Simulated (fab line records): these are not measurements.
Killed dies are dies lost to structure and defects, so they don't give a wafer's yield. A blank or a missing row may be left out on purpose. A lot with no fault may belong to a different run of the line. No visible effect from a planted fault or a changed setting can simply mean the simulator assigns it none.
fab line records ; flow n5-finfet ; part 1 of 2: steps 1 to 22 of 29
[record] lots = 5; wafers = 15; last-day = 17
route steps=1938 shown BEOL_M0_SAQP@634
lots that met no fault: from a run of the same line without faults
start-h: hours from the record's opening day to when the first of the lot's shown wafers began ; wait-h: time in hours since the lot's previous step ; " identical to the entry in the row above ; L1.1+2: a row that stands for several wafers ; - either no value or no given start ; * or withheld: withheld ; < > ~ a bound
route shown NAME@n: a module of which the file shows steps, and the number in the route of the first ; usual: mean/standard deviation of fault-free wafers ; same: alike in all rows ; chamber/n: place in a boat ; sites: readings site by site ; _std_site: the values' standard deviation ; _edge_site: mean of outer sites minus mean of inner sites ; radius-mm: for every site, how far away it sits from the centre of the wafer ; mask NAME#n: copy n ; behind: the tool/chamber that last shaped the wafer ; hold: reason for holding the lot/hours on hold/outcome of the hold ; device: the transistor (n, p or np) that didn't switch ; end of line: at the end of the route, the tests of the same wafers ; where a step has no rows: the recipe by itself ; killed: dies that structure and defects cost at the first sort, which is not the same as the wafer's yield ; map: a wafer's dies, x killed, . not, _ none there
set.NAME: the setting the step ran with; set.NAME@STEP: the setting that earlier step ran with ; model.NAME: the simulator's own value behind a step, which no gauge read
a table for each step, a row for each wafer; lots at some steps of the route
services: a tool's chamber out of use, with start hour (start-h, from the record's first day; less than 0 if before it), hours out, and reason
[[steps]]
[step N5_BEOL_M0_SAQP_HM_DEP_02]
[recipe] material = TiN; target-thk-a = 120; temp-c = 25; chamber-pressure-pa = 0.49996
[usual] throttle-valve-pct = 30.1/1
lot.wafer;tool;chamber;start-h;wait-h;throttle-valve-pct
L084.2;pvd-sputter-02;-;164.70;0.5;29.7
L084.4;pvd-sputter-02;-;164.70;0.5;28.2
L084.5;pvd-sputter-02;-;164.70;0.5;29.8
L088.3;pvd-sputter-02;-;196.12;0.7;29.5
L088.4;pvd-sputter-02;-;196.12;0.7;29.9
L088.6;pvd-sputter-02;-;196.12;0.7;29.3
L093.2;pvd-sputter-01;-;218.35;1.6;31.0
L093.3;pvd-sputter-01;-;218.35;1.6;31.7
L093.6;pvd-sputter-01;-;218.35;1.6;31.4
L094.2;pvd-sputter-03;-;222.21;0.9;31.0
L094.3;pvd-sputter-03;-;222.21;0.9;30.5
L094.4;pvd-sputter-03;-;222.21;0.9;31.4
L095.1;pvd-sputter-03;-;233.58;0.4;30.9
L095.4;pvd-sputter-03;-;233.58;0.4;31.4
L095.6;pvd-sputter-03;-;233.58;0.4;31.0
[step N5_BEOL_M0_SAQP_PECVD_03]
[recipe] material = SiCN; target-thk-a = 120; temp-c = withheld; precursor = 3MS/NH3; pressure-torr = 3; rf-w = 202; time-s = 21.1
[usual] showerhead-plenum-p-Torr = 3.669/0.014; throttle-valve-pct = 9.2/0.39
lot.wafer;tool;chamber;start-h;wait-h;showerhead-plenum-p-Torr;throttle-valve-pct
L084.2;pecvd-03;1;164.82;0.1;3.672;9.1
L084.4;pecvd-03;0;164.82;0.1;3.667;8.9
L084.5;pecvd-03;1;164.82;0.1;3.674;9.3
L088.3;pecvd-04;2;196.25;0.1;3.675;9.3
L088.4;pecvd-04;1;196.25;0.1;3.644;10.0
L088.6;pecvd-04;2;196.25;0.1;3.674;9.1
L093.2;pecvd-03;0;218.47;0.1;3.671;9.2
L093.3;pecvd-03;1;218.47;0.1;3.670;9.1
L093.6;pecvd-03;1;218.47;0.1;3.657;9.4
L094.2;pecvd-03;0;222.34;0.1;3.668;8.9
L094.3;pecvd-03;1;222.34;0.1;3.669;9.3
L094.4;pecvd-03;0;222.34;0.1;3.673;8.7
L095.1;pecvd-03;1;233.70;0.1;3.680;9.3
L095.4;pecvd-03;0;233.70;0.1;3.668;8.9
L095.6;pecvd-03;0;233.70;0.1;3.667;9.1
[step N5_BEOL_M0_SAQP_PECVD_96]
[recipe] material = a-Si; target-thk-a = 450; temp-c = 350; precursor = SiH4/He; pressure-torr = 3; rf-w = 100; time-s = 45.2
[usual] heater-power-w = 636/75; showerhead-plenum-p-Torr = 5.69/0.055; throttle-valve-pct = 18.4/0.73
lot.wafer;tool;chamber;start-h;wait-h;heater-power-w;showerhead-plenum-p-Torr;throttle-valve-pct
L084.2;pecvd-03;1;164.85;0.0;727;5.70;18.7
L084.4;pecvd-03;0;164.85;0.0;660;5.69;18.0
L084.5;pecvd-03;1;164.85;0.0;738;5.70;18.7
L088.3;pecvd-04;2;196.28;0.0;683;5.76;18.4
L088.4;pecvd-04;1;196.28;0.0;556;5.60;20.0
L088.6;pecvd-04;2;196.28;0.0;657;5.74;18.3
L093.2;pecvd-03;0;218.52;0.0;661;5.68;17.9
L093.3;pecvd-03;1;218.52;0.0;762;5.71;18.5
L093.6;pecvd-03;1;218.52;0.0;774;5.68;18.6
L094.2;pecvd-03;0;222.38;0.0;689;5.69;17.7
L094.3;pecvd-03;1;222.38;0.0;779;5.70;18.6
L094.4;pecvd-03;0;222.38;0.0;689;5.69;18.0
L095.1;pecvd-03;1;233.74;0.0;692;5.71;18.5
L095.4;pecvd-03;0;233.74;0.0;579;5.70;18.2
L095.6;pecvd-03;0;233.74;0.0;606;5.70;18.1
[step N5_BEOL_M0_SAQP_PECVD_97]
[recipe] material = SiNx; target-thk-a = 230; temp-c = 350; precursor = SiH4/NH3/N2; pressure-torr = 1.5; rf-w = 300; time-s = 19.9
[usual] heater-power-w = 572/72; showerhead-plenum-p-Torr = 5.17/0.074; throttle-valve-pct = 40.4/1.6
lot.wafer;tool;chamber;start-h;wait-h;heater-power-w;showerhead-plenum-p-Torr;throttle-valve-pct
L084.2;pecvd-03;1;164.89;0.0;673;5.19;41.1
L084.4;pecvd-03;0;164.89;0.0;590;5.17;39.1
L084.5;pecvd-03;1;164.89;0.0;690;5.18;40.9
L088.3;pecvd-04;2;196.33;0.0;585;5.24;40.0
L088.4;pecvd-04;1;196.33;0.0;470;5.03;44.5
L088.6;pecvd-04;2;196.33;0.0;586;5.25;39.9
L093.2;pecvd-03;0;218.59;0.0;602;5.18;39.4
L093.3;pecvd-03;1;218.59;0.0;633;5.18;41.0
L093.6;pecvd-03;1;218.59;0.0;619;5.19;40.6
L094.2;pecvd-03;0;222.45;0.0;608;5.17;39.7
L094.3;pecvd-03;1;222.45;0.0;695;5.19;40.8
L094.4;pecvd-03;0;222.45;0.0;593;5.20;39.2
L095.1;pecvd-03;1;233.81;0.0;670;5.19;40.8
L095.4;pecvd-03;0;233.81;0.0;580;5.19;39.5
L095.6;pecvd-03;0;233.81;0.0;584;5.19;39.6
[step N5_BEOL_M0_SAQP_PECVD_04]
[recipe] material = a-Si; target-thk-a = 600; temp-c = 350; precursor = SiH4/He; pressure-torr = 3; rf-w = 100; time-s = 60.2
[usual] heater-power-w = 645/74; showerhead-plenum-p-Torr = 5.69/0.055; throttle-valve-pct = 18.4/0.76
lot.wafer;tool;chamber;start-h;wait-h;heater-power-w;showerhead-plenum-p-Torr;throttle-valve-pct
L084.2;pecvd-03;1;164.93;0.0;746;5.71;18.6
L084.4;pecvd-03;0;164.93;0.0;697;5.69;17.5
L084.5;pecvd-03;1;164.93;0.0;737;5.71;18.9
L088.3;pecvd-04;2;196.37;0.0;611;5.75;18.2
L088.4;pecvd-04;1;196.37;0.0;612;5.58;20.1
L088.6;pecvd-04;2;196.37;0.0;618;5.73;18.1
L093.2;pecvd-03;0;218.65;0.0;615;5.70;18.0
L093.3;pecvd-03;1;218.65;0.0;773;5.71;18.8
L093.6;pecvd-03;1;218.65;0.0;791;5.72;18.5
L094.2;pecvd-03;0;222.51;0.0;616;5.70;17.8
L094.3;pecvd-03;1;222.51;0.0;760;5.70;18.7
L094.4;pecvd-03;0;222.51;0.0;619;5.68;17.8
L095.1;pecvd-03;1;233.87;0.0;698;5.72;18.5
L095.4;pecvd-03;0;233.87;0.0;669;5.69;18.1
L095.6;pecvd-03;0;233.87;0.0;702;5.68;18.2
[step N5_BEOL_M0_SAQP_THK_MEAS_05]
[usual] thk-nm = 60.2/0.86
lot.wafer;tool;chamber;start-h;wait-h;thk-nm
L084.2;film-metro-02;-;165.03;0.1;59.4
L084.4;film-metro-02;-;165.03;0.1;59.7
L084.5;film-metro-02;-;165.03;0.1;60.4
L088.3;film-metro-01;-;196.47;0.1;61.6
L088.4;film-metro-01;-;196.47;0.1;61.1
L088.6;film-metro-01;-;196.47;0.1;61.0
L093.2;film-metro-02;-;218.77;0.1;59.1
L093.3;film-metro-02;-;218.77;0.1;59.9
L093.6;film-metro-02;-;218.77;0.1;59.5
L094.2;film-metro-01;-;222.64;0.1;59.7
L094.3;film-metro-01;-;222.64;0.1;59.9
L094.4;film-metro-01;-;222.64;0.1;60.1
L095.1;film-metro-01;-;234.00;0.1;59.3
L095.4;film-metro-01;-;234.00;0.1;59.7
L095.6;film-metro-01;-;234.00;0.1;60.3
[step N5_BEOL_M0_SAQP_HM_DEP_111]
[recipe] material = SiO2; target-thk-a = 120; temp-c = 400; precursor = SiH4/N2O; pressure-torr = 0.75; rf-w = 275; time-s = 7.2
[usual] heater-power-w = 788/99; showerhead-plenum-p-Torr = 8.22/0.18
lot.wafer;tool;chamber;start-h;wait-h;heater-power-w;showerhead-plenum-p-Torr
L084.2;pecvd-03;1;165.06;0.0;883;8.24
L084.4;pecvd-03;2;165.06;0.0;755;8.15
L084.5;pecvd-03;0;165.06;0.0;849;8.22
L088.3;pecvd-04;2;196.50;0.0;778;8.34
L088.4;pecvd-04;2;196.50;0.0;783;8.36
L088.6;pecvd-04;0;196.50;0.0;692;8.47
L093.2;pecvd-04;0;218.81;0.0;677;8.48
L093.3;pecvd-04;2;218.81;0.0;851;8.38
L093.6;pecvd-04;2;218.81;0.0;852;8.36
L094.2;pecvd-01;1;222.67;0.0;741;8.08
L094.3;pecvd-01;1;222.67;0.0;738;8.06
L094.4;pecvd-01;0;222.67;0.0;974;8.11
L095.1;pecvd-04;2;234.03;0.0;709;8.35
L095.4;pecvd-04;0;234.03;0.0;752;8.47
L095.6;pecvd-04;1;234.03;0.0;729;7.89
[step N5_BEOL_M0_SAQP_COAT_81]
[recipe] resist = SOC; temp-c = 250; time-s = 60; spin-rpm = 1500; resist-thk-nm = 100
[usual] plate-temp-C = 250.00/0.17
lot.wafer;tool;chamber;start-h;wait-h;plate-temp-C
L084.2;litho-track-02;0;165.14;0.1;249.72
L084.4;litho-track-02;0;165.14;0.1;249.94
L084.5;litho-track-02;0;165.14;0.1;250.04
L088.3;litho-track-03;0;196.58;0.1;250.06
L088.4;litho-track-03;0;196.58;0.1;249.80
L088.6;litho-track-03;0;196.58;0.1;250.13
L093.2;litho-track-02;0;218.89;0.1;250.09
L093.3;litho-track-02;0;218.89;0.1;250.29
L093.6;litho-track-02;0;218.89;0.1;249.80
L094.2;litho-track-02;0;222.77;0.1;250.04
L094.3;litho-track-02;0;222.77;0.1;250.08
L094.4;litho-track-02;0;222.77;0.1;249.84
L095.1;litho-track-04;0;234.11;0.1;250.01
L095.4;litho-track-04;0;234.11;0.1;249.83
L095.6;litho-track-04;0;234.11;0.1;249.75
[step N5_BEOL_M0_SAQP_COAT_82]
[recipe] resist = SiARC; temp-c = 220; time-s = 60; spin-rpm = 1500; resist-thk-nm = 30
[usual] plate-temp-C = 219.98/0.17
lot.wafer;tool;chamber;start-h;wait-h;plate-temp-C
L084.2;litho-track-02;0;-;-;219.80
L084.4;litho-track-02;0;-;-;219.80
L084.5;litho-track-02;0;-;-;219.88
L088.3;litho-track-03;0;-;-;219.67
L088.4;litho-track-03;0;-;-;219.86
L088.6;litho-track-03;0;-;-;219.80
L093.2;litho-track-02;0;-;-;219.72
L093.3;litho-track-02;0;-;-;219.89
L093.6;litho-track-02;0;-;-;219.92
L094.2;litho-track-02;0;-;-;220.14
L094.3;litho-track-02;0;-;-;220.07
L094.4;litho-track-02;0;-;-;219.77
L095.1;litho-track-04;0;-;-;220.21
L095.4;litho-track-04;0;-;-;220.51
L095.6;litho-track-04;0;-;-;220.28
[step N5_BEOL_M0_SAQP_COAT_08]
[recipe] resist = CAR-ArF; spin-rpm = 1500; resist-thk-nm = 90
lot.wafer;tool;chamber;start-h;wait-h
L084.2+4+5;litho-track-02;0;-;-
L088.3+4+6;litho-track-03;0;-;-
L093.2+3+6;litho-track-02;0;-;-
L094.2+3+4;litho-track-02;0;-;-
L095.1+4+6;litho-track-04;0;-;-
[step N5_BEOL_M0_SAQP_EBR_10]
[recipe] solvent = PGMEA; ebr-width-mm = 1.5
lot.wafer;tool;chamber;start-h;wait-h
L084.2+4+5;litho-track-02;0;-;-
L088.3+4+6;litho-track-03;0;-;-
L093.2+3+6;litho-track-02;0;-;-
L094.2+3+4;litho-track-02;0;-;-
L095.1+4+6;litho-track-04;0;-;-
[step N5_BEOL_M0_SAQP_SOFTBAKE_09]
[recipe] temp-c = 110; time-s = 60; resist = CAR-ArF
[usual] plate-temp-C = 109.99/0.12
lot.wafer;tool;chamber;start-h;wait-h;plate-temp-C
L084.2;litho-track-02;0;-;-;109.77
L084.4;litho-track-02;0;-;-;109.80
L084.5;litho-track-02;0;-;-;110.02
L088.3;litho-track-03;0;-;-;109.97
L088.4;litho-track-03;0;-;-;109.99
L088.6;litho-track-03;0;-;-;109.88
L093.2;litho-track-02;0;-;-;110.06
L093.3;litho-track-02;0;-;-;110.06
L093.6;litho-track-02;0;-;-;109.97
L094.2;litho-track-02;0;-;-;110.10
L094.3;litho-track-02;0;-;-;110.11
L094.4;litho-track-02;0;-;-;110.15
L095.1;litho-track-04;0;-;-;109.84
L095.4;litho-track-04;0;-;-;110.06
L095.6;litho-track-04;0;-;-;109.86
[step N5_BEOL_M0_SAQP_EXPOSE_11]
[recipe] mask-id = M0_CORE; na = 1.35; source-shape = dipole; sigma-inner = 0.538; sigma-outer = 0.738; polarization = te; target-cd-nm = 42; dose-mj = 55
[same] dipole-opening-deg = 40; sigma-inner = 0.538
lot.wafer;tool;chamber;start-h;wait-h;mask
L084.2+4+5;arfi-scanner-02;0;165.27;-;M0_CORE#0
L088.3+4+6;arfi-scanner-01;0;196.71;-;M0_CORE#0
L093.2+3+6;arfi-scanner-03;0;219.14;-;M0_CORE#0
L094.2+3+4;arfi-scanner-01;0;223.02;-;M0_CORE#0
L095.1+4+6;arfi-scanner-01;0;234.23;-;M0_CORE#0
[step N5_BEOL_M0_SAQP_PEB_12]
[recipe] peb-temp-c = withheld; peb-time-s = 60; resist = CAR-ArF
lot.wafer;tool;chamber;start-h;wait-h
L084.2+4+5;litho-track-02;0;165.32;0.0
L088.3+4+6;litho-track-04;0;196.76;0.0
L093.2+3+6;litho-track-04;0;219.19;0.0
L094.2+3+4;litho-track-02;0;223.08;0.0
L095.1+4+6;litho-track-04;0;234.29;0.1
[step N5_BEOL_M0_SAQP_DEVELOP_13]
[recipe] develop-time-s = 30; developer = TMAH; resist = CAR-ArF; dev-temp-c = 23; rinse-liquid = diw; dry = air-spin
lot.wafer;tool;chamber;start-h;wait-h
L084.2+4+5;litho-track-02;0;-;-
L088.3+4+6;litho-track-04;0;-;-
L093.2+3+6;litho-track-04;0;-;-
L094.2+3+4;litho-track-02;0;-;-
L095.1+4+6;litho-track-04;0;-;-
[step N5_BEOL_M0_SAQP_CD_MEAS_14]
[recipe] target-cd-nm = 42.5; landing-energy-ev = 500; detector = se-inlens
[usual] cd-nm = 42.6/0.33
lot.wafer;tool;chamber;start-h;wait-h;cd-nm
L084.2;cd-sem-02;0;165.39;-;41.7
L084.4;cd-sem-02;0;165.39;-;42.6
L084.5;cd-sem-02;0;165.39;-;42.0
L088.3;cd-sem-03;0;196.82;-;42.8
L088.4;cd-sem-03;0;196.82;-;42.6
L088.6;cd-sem-03;0;196.82;-;43.0
L093.2;cd-sem-01;0;219.26;-;42.5
L093.3;cd-sem-01;0;219.26;-;42.6
L093.6;cd-sem-01;0;219.26;-;42.1
L094.2;cd-sem-02;0;223.14;-;42.6
L094.3;cd-sem-02;0;223.14;-;42.6
L094.4;cd-sem-02;0;223.14;-;43.2
L095.1;cd-sem-01;0;234.36;-;41.8
L095.4;cd-sem-01;0;234.36;-;42.5
L095.6;cd-sem-01;0;234.36;-;42.9
[step N5_BEOL_M0_SAQP_OVL_MEAS_15]
[recipe] points-per-wafer = 44
[usual] M0_CORE_OVL = 0.2/0.87
lot.wafer;tool;chamber;start-h;wait-h;M0_CORE_OVL[nm]
L084.2;overlay-02;0;165.42;0.0;-0.2
L084.4;overlay-02;0;165.42;0.0;-0.1
L084.5;overlay-02;0;165.42;0.0;-1.7
L088.3;overlay-01;0;196.85;0.0;-0.2
L088.4;overlay-01;0;196.85;0.0;0.8
L088.6;overlay-01;0;196.85;0.0;0.8
L093.2;overlay-01;0;219.29;0.0;-0.7
L093.3;overlay-01;0;219.29;0.0;-0.1
L093.6;overlay-01;0;219.29;0.0;-1.0
L094.2;overlay-02;0;223.17;0.0;0.8
L094.3;overlay-02;0;223.17;0.0;1.3
L094.4;overlay-02;0;223.17;0.0;1.2
L095.1;overlay-01;0;234.39;0.0;-0.7
L095.4;overlay-01;0;234.39;0.0;-0.6
L095.6;overlay-01;0;234.39;0.0;-1.4
[step N5_BEOL_M0_SAQP_INSPECT_16]
[recipe] mode = adi; inspect-instrument = brightfield
[usual] raw-defect-count = 469/120
lot.wafer;tool;chamber;start-h;wait-h;raw-defect-count
L084.2;defect-inspect-02;-;165.44;0.0;519
L084.4;defect-inspect-02;-;165.44;0.0;470
L084.5;defect-inspect-02;-;165.44;0.0;637
L088.3;defect-inspect-01;-;196.88;0.0;450
L088.4;defect-inspect-01;-;196.88;0.0;377
L088.6;defect-inspect-01;-;196.88;0.0;426
L093.2;defect-inspect-01;-;219.31;0.0;427
L093.3;defect-inspect-01;-;219.31;0.0;501
L093.6;defect-inspect-01;-;219.31;0.0;540
L094.2;defect-inspect-01;-;223.20;0.0;543
L094.3;defect-inspect-01;-;223.20;0.0;351
L094.4;defect-inspect-01;-;223.20;0.0;351
L095.1;defect-inspect-01;-;234.41;0.0;403
L095.4;defect-inspect-01;-;234.41;0.0;371
L095.6;defect-inspect-01;-;234.41;0.0;496
[step N5_BEOL_M0_SAQP_DESCUM_19]
[recipe] chemistry = O2; time-s = 7.9; source-power-w = 50; bias-power-w = 20; pressure-mtorr = 20; rf-frequency-hz = 2.712e+07; temp-c = 40; resist = CAR-ArF; o2-flow-sccm = 225
[usual] drypump-motor-current-A = 5.7/0.43; oes-product-au = 0.79/0.059; rf-vpp-V = 243.2/1.3; showerhead-plenum-p-Torr = 2.09/0.072; throttle-valve-pct = 20.35/0.2
lot.wafer;tool;chamber;start-h;wait-h;drypump-motor-current-A;oes-product-au;rf-hours-counter-h;rf-vpp-V;showerhead-plenum-p-Torr;throttle-valve-pct
L084.2;rie-diel-06;1;165.55;0.1;5.5;0.79;116;241.6;1.94;20.48
L084.4;rie-diel-06;0;165.55;0.1;5.8;0.74;159;244.4;2.17;20.20
L084.5;rie-diel-06;1;165.55;0.1;5.5;0.80;-;239.9;1.94;20.46
L088.3;rie-diel-05;3;196.91;0.0;6.1;0.77;152;244.1;2.11;20.44
L088.4;rie-diel-05;1;196.91;0.0;6.5;0.93;-;241.6;2.05;20.21
L088.6;rie-diel-05;3;196.91;0.0;6.1;0.76;-;242.4;2.11;20.44
L093.2;rie-diel-05;2;219.63;0.3;4.8;0.86;61;243.1;2.12;20.26
L093.3;rie-diel-05;0;219.63;0.3;5.6;0.69;216;244.6;2.08;20.65
L093.6;rie-diel-05;2;219.63;0.3;4.8;0.84;-;243.2;2.12;20.25
L094.2;rie-diel-05;3;223.23;0.0;6.1;0.75;162;242.8;2.11;20.47
L094.3;rie-diel-05;2;223.23;0.0;4.9;0.84;62;242.8;2.12;20.27
L094.4;rie-diel-05;1;223.23;0.0;6.5;0.90;16;242.3;2.05;20.24
L095.1;rie-diel-05;3;234.45;0.0;6.1;0.75;165;242.5;2.10;20.46
L095.4;rie-diel-05;2;234.45;0.0;4.8;0.84;66;243.2;2.12;20.26
L095.6;rie-diel-05;0;234.45;0.0;5.6;0.69;-;242.7;2.08;20.65
[step N5_BEOL_M0_SAQP_ETCH_83]
[recipe] chemistry = CF4; target = SiARC; target-depth-a = 390; mask-material = CAR-ArF; time-s = 65; ion-energy-ev = 80; pressure-mtorr = 40; source-w = 545; bias-w = 36; Ar_flow_sccm = 100; cf4-flow-sccm = 100; ends = cleared
[usual] bias-w = 36.00/0.097; cf4-flow-sccm = 100.0/0.3; drypump-motor-current-A = 5.7/0.43; etch-rf-on-time-s = 64.7/1.5; oes-product-au = 0.68/0.053; rf-vpp-V = 184.0/1.2; showerhead-plenum-p-Torr = 2.14/0.073; throttle-valve-pct = 15.56/0.15
lot.wafer;tool;chamber;start-h;wait-h;bias-w;cf4-flow-sccm;drypump-motor-current-A;etch-rf-on-time-s;oes-product-au;rf-hours-counter-h;rf-vpp-V;showerhead-plenum-p-Torr;throttle-valve-pct
L084.2;rie-diel-06;1;165.58;0.0;35.90;99.5;5.5;63.0;0.69;116;182.3;1.99;15.71
L084.4;rie-diel-06;0;165.58;0.0;35.57;100.3;5.9;64.3;0.64;159;185.7;2.23;15.49
L084.5;rie-diel-06;1;165.58;0.0;36.02;100.0;5.5;63.8;0.69;-;179.9;1.99;15.71
L088.3;rie-diel-05;3;196.95;0.0;36.12;99.5;6.1;66.6;0.65;152;184.5;2.13;15.49
L088.4;rie-diel-05;1;196.95;0.0;36.14;99.8;6.5;66.0;0.78;-;182.7;2.10;15.32
L088.6;rie-diel-05;3;196.95;0.0;35.95;99.7;6.1;66.5;0.64;-;184.3;2.13;15.50
L093.2;rie-diel-05;2;219.66;0.0;36.06;99.7;4.8;65.1;0.72;61;183.5;2.18;15.50
L093.3;rie-diel-05;0;219.66;0.0;36.02;99.7;5.6;67.2;0.60;216;184.4;2.12;15.82
L093.6;rie-diel-05;2;219.66;0.0;35.99;99.4;4.8;64.6;0.73;-;184.3;2.18;15.49
L094.2;rie-diel-05;3;223.27;0.0;35.95;100.2;6.1;66.3;0.64;162;183.5;2.13;15.52
L094.3;rie-diel-05;2;223.27;0.0;36.08;99.9;4.8;64.2;0.73;62;183.4;2.18;15.50
L094.4;rie-diel-05;1;223.27;0.0;35.94;100.0;6.5;64.8;0.78;16;182.4;2.10;15.35
L095.1;rie-diel-05;3;234.48;0.0;36.02;100.4;6.1;66.0;0.64;165;184.3;2.12;15.55
L095.4;rie-diel-05;2;234.48;0.0;36.01;99.8;4.9;63.8;0.73;66;183.5;2.18;15.49
L095.6;rie-diel-05;0;234.48;0.0;35.92;99.9;5.6;66.5;0.59;-;181.2;2.12;15.83
[step N5_BEOL_M0_SAQP_ETCH_84]
[recipe] chemistry = N2/H2; target = SOC; target-depth-a = 1000; overetch-a = 200; mask-material = SiARC; temp-c = 40; time-s = 150; ion-energy-ev = 200; pressure-mtorr = 30; source-w = 840; bias-w = 150; n2-flow-sccm = 200; h2-flow-sccm = 200
[usual] bias-w = 150.0/0.46; drypump-motor-current-A = 5.7/0.43; oes-product-au = 0.71/0.05; rf-vpp-V = 524.1/2.6; showerhead-plenum-p-Torr = 2.55/0.089; throttle-valve-pct = 17.77/0.23
lot.wafer;tool;chamber;start-h;wait-h;bias-w;drypump-motor-current-A;oes-product-au;rf-hours-counter-h;rf-vpp-V;showerhead-plenum-p-Torr;throttle-valve-pct
L084.2;rie-diel-06;1;165.63;0.0;149.8;5.5;0.72;116;520.3;2.36;18.04
L084.4;rie-diel-06;0;165.63;0.0;150.1;5.9;0.68;159;528.6;2.66;17.65
L084.5;rie-diel-06;1;165.63;0.0;149.3;5.6;0.72;-;517.5;2.36;18.05
L088.3;rie-diel-05;3;197.00;0.0;149.6;6.1;0.68;152;525.2;2.55;17.90
L088.4;rie-diel-05;1;197.00;0.0;150.0;6.5;0.83;-;522.3;2.49;17.60
L088.6;rie-diel-05;3;197.00;0.0;149.6;6.1;0.68;-;524.4;2.55;17.91
L093.2;rie-diel-05;2;219.71;0.0;149.4;4.8;0.76;61;525.9;2.58;17.56
L093.3;rie-diel-05;0;219.71;0.0;150.3;5.6;0.64;216;523.2;2.51;17.98
L093.6;rie-diel-05;2;219.71;0.0;149.6;4.9;0.76;-;523.8;2.58;17.56
L094.2;rie-diel-05;3;223.32;0.0;150.7;6.1;0.69;162;523.7;2.55;17.92
L094.3;rie-diel-05;2;223.32;0.0;149.9;4.8;0.77;62;524.8;2.58;17.56
L094.4;rie-diel-05;1;223.32;0.0;150.8;6.5;0.81;16;523.1;2.49;17.62
L095.1;rie-diel-05;3;234.53;0.0;150.8;6.1;0.67;166;523.9;2.55;17.92
L095.4;rie-diel-05;2;234.53;0.0;149.8;4.8;0.75;66;526.7;2.58;17.58
L095.6;rie-diel-05;0;234.53;0.0;150.1;5.6;0.63;-;524.1;2.51;17.96
[step N5_BEOL_M0_SAQP_STRIP_80]
[recipe] chemistry = N2/H2; temp-c = 40; n2-flow-sccm = 200; h2-flow-sccm = 200; rf-frequency-hz = 6e+07
lot.wafer;tool;chamber;start-h;wait-h
L084.2+4+5;rie-diel-06;1,0,1;165.73;0.0
L088.3+4+6;rie-diel-05;3,1,3;197.09;0.0
L093.2+3+6;rie-diel-05;2,0,2;219.81;0.0
L094.2+3+4;rie-diel-05;3,2,1;223.41;0.0
L095.1+4+6;rie-diel-05;3,2,0;234.63;0.0
